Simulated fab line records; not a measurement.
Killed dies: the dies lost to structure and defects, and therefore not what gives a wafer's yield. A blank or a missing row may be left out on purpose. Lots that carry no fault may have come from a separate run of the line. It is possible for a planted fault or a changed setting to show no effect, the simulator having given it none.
The same fault as seen by 2 desks -- flow nandHarc -- each desk holds nothing but its own numbers, with what lay behind them at the end

== THE METROLOGY DESK ==
What the gauges read for every lot (on any tool): the sampled wafers with a number, averaged. If a lot's mean is further than 4 standard deviations from the usual mean, the lot is out of limits and carries the mark OUT (the distance appears in the brackets).
Columns: A = cdNm at NHARC_A_M0_CD_MEAS_16, usual 79.7 nm; B = cdNm at NHARC_A_M1_CD_MEAS_09, usual 120.1 nm; C = overlayXNm at NHARC_A_M1_OVL_MEAS_10, usual 0.1 nm; D = overlayYNm at NHARC_A_M1_OVL_MEAS_10, usual 0.1 nm
lot,first seen here,A,B,C,D
L390,day 18 08:52,80.0,120.1,0.8,2.1
L393,day 18 09:01,80.1,120.2,-1.4,-0.2
L392,day 18 14:34,79.4,119.9,0.4,-1.6
L394,day 18 14:59,80.7,120.0,-0.2,0.0
L397,day 19 05:59,80.3,120.3,-0.6,-0.9
L398,day 19 09:57,79.9,119.7,1.5,0.4
L400,day 19 21:22,79.3,120.3,-0.1,0.8
L399,day 19 23:49,79.9,119.9,-0.5,0.4
L411,day 21 22:06,78.8,120.2,1.1,0.1
L409,day 22 17:10,80.1,121.6,-1.0,-0.7
L412,day 22 17:43,79.7,119.6,0.6,-1.6
L413,day 24 04:37,79.9,120.1,-0.2,0.7
Result from this desk: across the 12 lots, nothing is out of limits.

== TOOL OWNER'S DESK, arfiScanner-01 ==
The tool's own readings at NHARC_A_M1_EXPOSE_06 (exposes mask A M1, target cd 120 nm): means of the sampled wafers that have a number, for each lot that ran on this tool. If a lot's mean is further than 4 standard deviations from the usual mean, the lot is out of limits and carries the mark OUT (the distance appears in the brackets).
Columns: A = exposureDoseMJCm2 at NHARC_A_M1_EXPOSE_06, usual 75.10
lot,first seen here,A
L409,day 22 20:36,74.46 (-9.4) OUT
Finding of this desk: L409 out of limits; the first was L409 at day 22 20:36, on exposureDoseMJCm2 at NHARC_A_M1_EXPOSE_06. In limits: none.

== ALL TOGETHER ==
At day 22 20:36, on L409, the tool owner's desk was in a position to raise an alarm.
Nothing out of limits was seen by the metrology desk.
The metrology desk has L409 on record, within its limits.
NHARC_A_M1_EXPOSE_06 was run on arfiScanner-01 by each of the lots named.

== WHAT WAS PUT IN BY THE SIMULATOR ==
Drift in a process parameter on arfiScanner-01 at NHARC_A_M1_EXPOSE_06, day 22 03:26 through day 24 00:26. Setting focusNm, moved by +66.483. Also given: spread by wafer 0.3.
Shown lots that were struck: L409.
How many hours passed from the start of the fault until each desk's first out-of-limits reading: the tool owner's desk, 17.
